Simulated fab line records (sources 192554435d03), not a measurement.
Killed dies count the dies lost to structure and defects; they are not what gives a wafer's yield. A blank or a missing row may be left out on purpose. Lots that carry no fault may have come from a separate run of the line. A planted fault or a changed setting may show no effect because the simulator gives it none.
Shared-tool check :: flow n5Finfet :: 10 lots, 30 wafers sampled

## REASON IT WAS OPENED
N5_BEOL_M4_RC_MEAS_101, reading RC_N: flagged on 3 of 10 lots. Wafers without a fault read 15.43 ohm.um, standard deviation 0.28.
Rule: a lot is flagged in two cases, either no wafer of it has a number, or all its wafers with numbers fall more than 4 standard deviations from that mean. The other lots count as sound.

lot: L843
measured: day 8 17:36
on: prober-01
RC_N (ohm.um), wafer by wafer: 15.42 15.00 15.26
flag: 

lot: L844
measured: day 9 01:41
on: prober-02
RC_N (ohm.um), wafer by wafer: 28.21 28.88 28.46
flag: FLAGGED

lot: L845
measured: day 9 03:20
on: prober-01
RC_N (ohm.um), wafer by wafer: 28.78 29.56 29.12
flag: FLAGGED

lot: L847
measured: day 9 20:58
on: prober-01
RC_N (ohm.um), wafer by wafer: 28.68 29.09 29.52
flag: FLAGGED

lot: L857
measured: day 11 23:09
on: prober-02
RC_N (ohm.um), wafer by wafer: 15.72 15.42 15.83
flag: 

lot: L859
measured: day 12 14:25
on: prober-01
RC_N (ohm.um), wafer by wafer: 15.64 15.38 15.57
flag: 

lot: L862
measured: day 12 22:23
on: prober-01
RC_N (ohm.um), wafer by wafer: 15.21 15.09 15.17
flag: 

lot: L861
measured: day 13 06:30
on: prober-01
RC_N (ohm.um), wafer by wafer: 15.13 15.28 14.95
flag: 

lot: L863
measured: day 13 13:08
on: prober-01
RC_N (ohm.um), wafer by wafer: 15.64 15.51 15.46
flag: 

lot: L864
measured: day 13 16:08
on: prober-02
RC_N (ohm.um), wafer by wafer: 15.44 15.57 15.47
flag: 
The numbers of the flagged lots are 28.92 ohm.um on average: +13.49 ohm.um against the usual, or +48 standard deviations.

## TOOL THAT RAN EACH LOT
3 process steps preceding the reading are held in the record, out of 1938 steps in the route. Cell contents, in order: the tool; ch with the chambers the sampled wafers went through; the start.
lot: L843
flag: 
N5_GATE_CUT_CMP_61: cmp-03 ch 1,3, day 5 07:48
N5_MOL_CONTACT_COAG_IMPLANT_129: implanter-01 ch 0, day 5 08:53
N5_MOL_CONTACT_COAG_PRE_CLEAN_142: pvdSputter-03, day 5 13:51

lot: L844
flag: FLAGGED
N5_GATE_CUT_CMP_61: cmp-04 ch 0,3, day 5 10:00
N5_MOL_CONTACT_COAG_IMPLANT_129: implanter-01 ch 0, day 5 11:24
N5_MOL_CONTACT_COAG_PRE_CLEAN_142: pvdSputter-02, day 5 19:17

lot: L845
flag: FLAGGED
N5_GATE_CUT_CMP_61: cmp-01 ch 1,3, day 5 18:55
N5_MOL_CONTACT_COAG_IMPLANT_129: implanter-01 ch 0, day 5 20:28
N5_MOL_CONTACT_COAG_PRE_CLEAN_142: pvdSputter-02, day 6 00:05

lot: L847
flag: FLAGGED
N5_GATE_CUT_CMP_61: cmp-03 ch 0,1,2, day 6 08:47
N5_MOL_CONTACT_COAG_IMPLANT_129: implanter-01 ch 0, day 6 09:50
N5_MOL_CONTACT_COAG_PRE_CLEAN_142: pvdSputter-03, day 6 14:19

lot: L857
flag: 
N5_GATE_CUT_CMP_61: cmp-04 ch 0,1,3, day 8 13:53
N5_MOL_CONTACT_COAG_IMPLANT_129: implanter-02 ch 0, day 8 15:16
N5_MOL_CONTACT_COAG_PRE_CLEAN_142: pvdSputter-02, day 8 20:47

lot: L859
flag: 
N5_GATE_CUT_CMP_61: cmp-04 ch 0,2,3, day 9 07:14
N5_MOL_CONTACT_COAG_IMPLANT_129: implanter-02 ch 0, day 9 08:19
N5_MOL_CONTACT_COAG_PRE_CLEAN_142: pvdSputter-03, day 9 13:50

lot: L862
flag: 
N5_GATE_CUT_CMP_61: cmp-03 ch 1,2,3, day 9 22:09
N5_MOL_CONTACT_COAG_IMPLANT_129: implanter-02 ch 0, day 9 23:49
N5_MOL_CONTACT_COAG_PRE_CLEAN_142: pvdSputter-01, day 10 06:44

lot: L861
flag: 
N5_GATE_CUT_CMP_61: cmp-04 ch 0,1,2, day 9 14:40
N5_MOL_CONTACT_COAG_IMPLANT_129: implanter-01 ch 0, day 9 15:52
N5_MOL_CONTACT_COAG_PRE_CLEAN_142: pvdSputter-03, day 9 22:52

lot: L863
flag: 
N5_GATE_CUT_CMP_61: cmp-03 ch 0,1,2, day 10 02:03
N5_MOL_CONTACT_COAG_IMPLANT_129: implanter-02 ch 0, day 10 03:19
N5_MOL_CONTACT_COAG_PRE_CLEAN_142: pvdSputter-02, day 10 10:10

lot: L864
flag: 
N5_GATE_CUT_CMP_61: cmp-01 ch 0,1, day 10 10:07
N5_MOL_CONTACT_COAG_IMPLANT_129: implanter-02 ch 0, day 10 11:19
N5_MOL_CONTACT_COAG_PRE_CLEAN_142: pvdSputter-03, day 10 16:19
What is done by these steps:
- N5_GATE_CUT_CMP_61: polishes, stops on SiNx, t overpolish 3 s.
- N5_MOL_CONTACT_COAG_IMPLANT_129
- N5_MOL_CONTACT_COAG_PRE_CLEAN_142: time 60 s.
- N5_BEOL_M4_RC_MEAS_101

## FLAGGED OVER TOTAL, TOOL BY TOOL (the gauges that took the reading come last)
step: N5_GATE_CUT_CMP_61
tool: cmp-01
lots run: 2
flagged: 1
share of the flagged lots: some
sound lots run after its first flagged lot: 1 (L864)

step: N5_GATE_CUT_CMP_61
tool: cmp-03
lots run: 4
flagged: 1
share of the flagged lots: some
sound lots run after its first flagged lot: 2 (L862,L863)

step: N5_GATE_CUT_CMP_61
tool: cmp-04
lots run: 4
flagged: 1
share of the flagged lots: some
sound lots run after its first flagged lot: 3 (L857,L859,L861)

step: N5_MOL_CONTACT_COAG_IMPLANT_129
tool: implanter-01
lots run: 5
flagged: 3
share of the flagged lots: all
sound lots run after its first flagged lot: 1 (L861)

step: N5_MOL_CONTACT_COAG_IMPLANT_129
tool: implanter-02
lots run: 5
flagged: 0
share of the flagged lots: none
sound lots run after its first flagged lot: -

step: N5_MOL_CONTACT_COAG_PRE_CLEAN_142
tool: pvdSputter-01
lots run: 1
flagged: 0
share of the flagged lots: none
sound lots run after its first flagged lot: -

step: N5_MOL_CONTACT_COAG_PRE_CLEAN_142
tool: pvdSputter-02
lots run: 4
flagged: 2
share of the flagged lots: some
sound lots run after its first flagged lot: 2 (L857,L863)

step: N5_MOL_CONTACT_COAG_PRE_CLEAN_142
tool: pvdSputter-03
lots run: 5
flagged: 1
share of the flagged lots: some
sound lots run after its first flagged lot: 3 (L859,L861,L864)

step: N5_BEOL_M4_RC_MEAS_101
tool: prober-01
lots run: 7
flagged: 2
share of the flagged lots: some
sound lots run after its first flagged lot: 4 (L859,L862,L861,L863)

step: N5_BEOL_M4_RC_MEAS_101
tool: prober-02
lots run: 3
flagged: 1
share of the flagged lots: some
sound lots run after its first flagged lot: 2 (L857,L864)

## WHAT THE TABLE PERMITS
In the table, 1 row covers all flagged lots: implanter-01 at N5_MOL_CONTACT_COAG_IMPLANT_129.
- implanter-01 at N5_MOL_CONTACT_COAG_IMPLANT_129: 3 of its 5 lots flagged. Sound lots ran on it after the first flagged one (L861), which a lasting fault on the whole tool wouldn't allow. Its own readings lie more than 4 standard deviations out on every wafer of the flagged lots: beamOnS, doseIonsCm2, faradayCurrentUA.
There is no row in the table that ran each flagged lot and no sound lot after the first.

## WHAT HAD BEEN PUT IN BY THE SIMULATOR
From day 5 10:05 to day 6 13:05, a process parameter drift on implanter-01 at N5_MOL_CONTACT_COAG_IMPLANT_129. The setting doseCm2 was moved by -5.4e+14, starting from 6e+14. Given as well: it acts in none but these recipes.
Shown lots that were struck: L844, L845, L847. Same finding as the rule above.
